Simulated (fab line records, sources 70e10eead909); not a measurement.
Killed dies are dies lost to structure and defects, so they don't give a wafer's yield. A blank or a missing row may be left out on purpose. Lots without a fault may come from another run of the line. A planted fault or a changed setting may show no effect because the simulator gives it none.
Which tool did it? | flow nand_harc | 14 lots, 42 wafers sampled, at 2 steps of a route of 1302

WHAT THE GAUGES READ, wafer by wafer
NHARC_P_GATE_INSPECT_28.
lot  | measured     | on                | raw_defect_count
L243 | day 5 04:17  | defect_inspect-01 | 5 6 6
L244 | day 5 08:35  | defect_inspect-01 | 5 12 1
L245 | day 5 18:28  | defect_inspect-02 | 9 7 11
L246 | day 6 07:47  | defect_inspect-02 | 4 5 5
L247 | day 6 19:37  | defect_inspect-02 | 7 1 5
L248 | day 6 22:49  | defect_inspect-01 | 5 8 5
L249 | day 7 14:39  | defect_inspect-02 | 2 1 3
L250 | day 8 03:23  | defect_inspect-01 | 6 5 15
L252 | day 8 21:11  | defect_inspect-01 | 6 3 11
L256 | day 11 04:59 | defect_inspect-01 | 5 13 11
L261 | day 12 12:56 | defect_inspect-02 | 8 4 3
L264 | day 13 15:20 | defect_inspect-02 | 3 4 12
L265 | day 14 09:16 | defect_inspect-01 | 8 10 8
L266 | day 14 10:37 | defect_inspect-01 | 7 7 7

WHICH TOOL RAN EACH LOT (tool, then ch and the chambers of the sampled wafers, then the start)
lot  | NHARC_P_GATE_CVD_17
L243 | lpcvd_poly-02 ch 0, day 5 00:13
L244 | lpcvd_poly-03 ch 0, day 5 04:30
L245 | lpcvd_poly-03 ch 0, day 5 13:04
L246 | lpcvd_poly-02 ch 0, day 6 00:17
L247 | lpcvd_poly-03 ch 0, day 6 15:30
L248 | lpcvd_poly-03 ch 0, day 6 18:46
L249 | lpcvd_poly-02 ch 0, day 7 06:16
L250 | lpcvd_poly-03 ch 0, day 7 21:38
L252 | lpcvd_poly-02 ch 0, day 8 13:26
L256 | lpcvd_poly-01 ch 0, day 10 20:23
L261 | lpcvd_poly-03 ch 0, day 12 09:01
L264 | lpcvd_poly-02 ch 0, day 13 11:22
L265 | lpcvd_poly-02 ch 0, day 14 00:07
L266 | lpcvd_poly-03 ch 0, day 14 06:33
- NHARC_P_GATE_CVD_17: deposits poly-Si, target thk 150 nm, time 900 s.

WHAT THE TOOLS THEMSELVES READ (means of the sampled wafers that have a number; where no wafer has one, the mark that the record gives instead)
NHARC_P_GATE_CVD_17.
lot  | tool          | zone_power_lower_pct (%)
L243 | lpcvd_poly-02 | 8.8
L244 | lpcvd_poly-03 | 10.3
L245 | lpcvd_poly-03 | 10.3
L246 | lpcvd_poly-02 | 8.7
L247 | lpcvd_poly-03 | 10.2
L248 | lpcvd_poly-03 | 10.3
L249 | lpcvd_poly-02 | 8.8
L250 | lpcvd_poly-03 | 10.3
L252 | lpcvd_poly-02 | 8.8
L256 | lpcvd_poly-01 | 8.5
L261 | lpcvd_poly-03 | 10.2
L264 | lpcvd_poly-02 | 8.8
L265 | lpcvd_poly-02 | 8.8
L266 | lpcvd_poly-03 | 10.3

THE ANSWER, worked out from the rows above alone
Rule: what is usual is taken from the lots themselves. Put in order of their means at a reading, lots are off if they are a third of the lots or fewer, leave a main group of 4 or more, and stand apart from it by a gap of 3 or more times the standard deviation of the main group's means; of several such gaps the widest counts. A main group whose means are all the same, to the digits that the tables above print for the reading, isn't used. A lot without any number at a reading at which 4 lots or more have one is off too. The other lots that the step has rows for count as sound. The gauges are gone through in route order, then the tools' own readings, and for those a lot's mean is taken as printed above. The first step at which some lot is off is used, and at that step the reading that is off furthest; a lot without a number counts as furthest.
No lot is off at any reading shown: from this, nothing can be told.

WHAT THE SIMULATOR HAD PUT IN
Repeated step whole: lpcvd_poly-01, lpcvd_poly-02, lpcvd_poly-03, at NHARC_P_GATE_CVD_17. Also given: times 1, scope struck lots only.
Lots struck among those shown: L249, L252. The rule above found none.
